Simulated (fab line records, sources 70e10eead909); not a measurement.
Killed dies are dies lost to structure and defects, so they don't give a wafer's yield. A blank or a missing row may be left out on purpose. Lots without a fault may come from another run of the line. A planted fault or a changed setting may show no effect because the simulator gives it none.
Chamber matching | flow nand_harc | NHARC_A_STAIRCASE_DEP_259 on pecvd-01: 3 sister chambers
The step deposits SiON, target thk 30 nm. 3 wafers are shown with their chamber, then 7 later ones without.

WAFERS WITH THEIR CHAMBER
wafer  | chamber | heater_power_w (W)
L084.4 | 1       | 770
L092.1 | 2       | 778
L092.5 | 0       | 772

WAFERS WITHOUT THEIR CHAMBER
wafer  | heater_power_w (W)
L092.6 | 809
L095.2 | 749
L095.3 | 783
L095.6 | 786
L096.1 | 768
L096.3 | 803
L096.6 | 788

WHICH CHAMBER EACH WENT THROUGH
wafer  | from the rows above          | in truth
L092.6 | can't be placed: 2 or 0 or 1 | 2
L095.2 | can't be placed: 1 or 0 or 2 | 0
L095.3 | can't be placed: 2 or 0 or 1 | 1
L095.6 | can't be placed: 2 or 0 or 1 | 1
L096.1 | can't be placed: 1 or 0 or 2 | 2
L096.3 | can't be placed: 2 or 0 or 1 | 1
L096.6 | can't be placed: 2 or 0 or 1 | 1
Placed correctly: 0 of 7. Can't be placed from these rows: 7 (the true chamber is among the candidates in 7). Placed wrongly: 0.
How it was worked out, from the rows above alone: a wafer's distance from a chamber is the root of the sum, over the readings, of the square of ((its reading less the chamber's mean) divided by the reading's scatter). The wafer belongs to the nearest chamber; if the next one is less than 2 further off, it can't be placed. A chamber's mean is the mean of its shown wafers. The scatter: with one shown wafer a chamber, the root of the mean of the squares of how far each hidden wafer lies from its nearest shown one.
